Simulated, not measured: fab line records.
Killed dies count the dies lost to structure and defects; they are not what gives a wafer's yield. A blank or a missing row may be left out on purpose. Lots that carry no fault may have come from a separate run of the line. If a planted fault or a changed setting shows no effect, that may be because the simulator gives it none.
Comparing a struck lot with a sound one ; flow n5-finfet ; 41 steps out of a route of 1938
Sound: these wafers, L748.1, L748.5, L748.6. Struck: wafer L741.6 (left out: L741.2, a lot-mate that was not struck); the cause follows at the end.
Order at every step that has rows: each side's tool, ch and its chambers, its first start. Under that, the readings that differ: sound wafers ; struck wafers ; difference of the means ; sigmas: that difference in standard deviations of wafers without a fault.
alike: a reading whose means differ by less than 2 such deviations, as well as words and numbers matching on both sides. not compared: withheld readings; readings where some wafer has no value; bounds like >300 that might hide an equal value; numbers whose values overlap and for which the record gives no deviation.
A row with sigmas, a row that says differs or no value, or rows on one side alone: a step with any of these is where the two part. Non-overlapping numbers with no deviation appear without sigmas and do not part them. A reading missing from all wafers of one side parts the sides only when that side holds two or more wafers.

first, 9 steps without rows for these wafers: N5_BEOL_M4_ANNEAL_95 (time 240 s); N5_BEOL_M4_SPUTTER_96 (material Cu, target thk 4.5 nm, time 8.29 s); N5_BEOL_M4_ECD_50 (material Cu, target thk 300 nm); N5_BEOL_M4_ANNEAL_51 (time 90 s); N5_BEOL_M4_CMP_52 (polishes, stops on SiOC, t overpolish 6.8 s, target thk 40 nm); N5_BEOL_M4_PRE_CLEAN_60 (time 15 s); N5_BEOL_M4_CO_CAP_55 (material Co, precursor CCTBA/H2, target thk 2 nm, time 102.1 s); N5_BEOL_M4_PRE_CLEAN_56 (time 15 s); N5_BEOL_M4_DEP_57 (deposits SiCN from 3MS/NH3, target thk 8 nm, time 14 s).
N5_BEOL_M4_RC_MEAS_101:
  sound on prober-02 ch 0, day 13 06:49; struck on prober-01 ch 0, day 12 14:52
  alike: DIBL_N, DIBL_P, IOFF_N, IOFF_P, ION_N, ION_P, SS_N, SS_P, VT_N, VT_P
then, 24 steps without rows for these wafers: N5_BEOL_M5_ILD_DEP_00 (deposits SiCOH lowk from DEMS/porogen, target thk 140.64 nm, time 25.9 s); N5_BEOL_M5_CURE_79 (cures SiCOH lowk, time 240 s); N5_BEOL_M5_PECVD_70 (deposits SiO2 from TEOS/O2, target thk 16 nm, time 18 s); N5_BEOL_M5_HM_DEP_02 (deposits TiN, target thk 20 nm); N5_BEOL_M5_COAT_59 (time 60 s, resist thk 60 nm); N5_BEOL_M5_COAT_60 (time 60 s, resist thk 12 nm); N5_BEOL_M5_COAT_71 (time 60 s, resist thk 5 nm); N5_BEOL_M5_COAT_05 (resist thk 30 nm); N5_BEOL_M5_EBR_07; N5_BEOL_M5_SOFTBAKE_06 (time 60 s); N5_BEOL_M5_EXPOSE_08 (exposes mask M5, target cd 28 nm); N5_BEOL_M5_PEB_09 (peb time 60 s); N5_BEOL_M5_DEVELOP_10 (develop time 30 s); N5_BEOL_M5_DESCUM_16 (chemistry O2, time 7 s); N5_BEOL_M5_ETCH_72 (etches underlayer in N2/H2, target depth 6.5 nm, time 5.2 s); N5_BEOL_M5_ETCH_61 (etches SiARC in CF4, target depth 15.6 nm, time 26 s); N5_BEOL_M5_ETCH_62 (etches SOC in N2/H2, target depth 75 nm, overetch 15 nm, time 112.5 s); N5_BEOL_M5_STRIP_63 (strips in N2/H2); N5_BEOL_M5_STRIP_73 (strips in N2/H2); N5_BEOL_M5_STRIP_64 (strips in CF4); N5_BEOL_M5_HM_OPEN_17 (chemistry Cl2/BCl3, target TiN, target depth 20 nm, overetch 6 nm); N5_BEOL_M5_STRIP_19 (strips in O2); N5_BEOL_M5_COAT_65 (time 60 s, resist thk 60 nm); N5_BEOL_M5_COAT_66 (time 60 s, resist thk 12 nm).
N5_BEOL_M6_HM_DEP_02: deposits TiN, target thk 20 nm.
  sound on pvd-sputter-01, day 13 22:13; struck on pvd-sputter-03, day 13 08:49
reading;sound;struck;difference;sigmas
model.TiN_of_BEOL_M6_HM_DEP_02.thk-nm (nm);20.2 20.2 20.2;36.2;+16.0;
  alike: substrate-temp-c, throttle-valve-pct
N5_BEOL_M6_HM_OPEN_17: chemistry Cl2/BCl3, target TiN, target depth 20 nm, overetch 6 nm.
  sound on rie-metal-03 ch 0,1, day 13 23:05; struck on rie-metal-02 ch 0, day 13 09:44
reading;sound;struck;difference;sigmas
bcl3-flow-sccm (sccm);21.75 21.84 21.72;21.62;-0.15;-2
throttle-valve-pct (%);22.28 22.27 22.28;21.77;-0.51;-3
model.etch.depth-nm (nm);20.12 20.18 20.16;26.53;+6.38;
  alike: drypump-motor-current-A, oes-product-au
  not compared: rf-hours-counter-h
N5_BEOL_M6_VIA_ETCH_34: etches SiCOH lowk in C4F6/O2, target depth 126.3 nm, time 50.9 s.
  sound on rie-diel-01 ch 0,1, day 14 00:17; struck on rie-diel-06 ch 2, day 13 12:29
reading;sound;struck;difference;sigmas
oes-product-au (a.u.);0.86 0.73 0.86;0.31;-0.51;-6
  alike: drypump-motor-current-A, rf-vpp-V, showerhead-plenum-p-Torr, throttle-valve-pct
  not compared: rf-hours-counter-h
N5_BEOL_M6_TRENCH_ETCH_37: etches SiCOH lowk in C4F6/O2, target depth 94.435 nm, time 31.5 s.
  sound on rie-diel-01 ch 0,1; struck on rie-diel-06 ch 2
reading;sound;struck;difference;sigmas
model.TiN_of_BEOL_M6_HM_DEP_02.thk-nm (nm);17.4 17.6 17.4;33.4;+15.9;
  alike: drypump-motor-current-A, oes-product-au, rf-vpp-V, showerhead-plenum-p-Torr, throttle-valve-pct
  not compared: rf-hours-counter-h
N5_BEOL_M6_OCD_MEAS_38:
  sound on ocd-01, day 14 00:32; struck on ocd-02, day 13 12:43
  not compared: trench-depth-nm
N5_BEOL_M6_CD_MEAS_35: target cd 40 nm, target cd y 28 nm.
  sound on cd-sem-01, day 14 00:41; struck on cd-sem-01, day 13 12:53
  not compared: cd-nm
-- the record jumps here: 4 days lie between the struck wafers' starts before and after (it left off in module BEOL_M6 and takes up again in module PASSIVATION, whose first step shown is number 1936 of the route) --
N5_PASSIVATION_PROBE_49:
  record: rows for the struck wafers here (prober-02, day 17 12:49), none for the sound ones

WHERE THEY PART
Earliest at N5_BEOL_M6_HM_OPEN_17; latest, in this record, at N5_PASSIVATION_PROBE_49.

WHY: what had been put in by the simulator
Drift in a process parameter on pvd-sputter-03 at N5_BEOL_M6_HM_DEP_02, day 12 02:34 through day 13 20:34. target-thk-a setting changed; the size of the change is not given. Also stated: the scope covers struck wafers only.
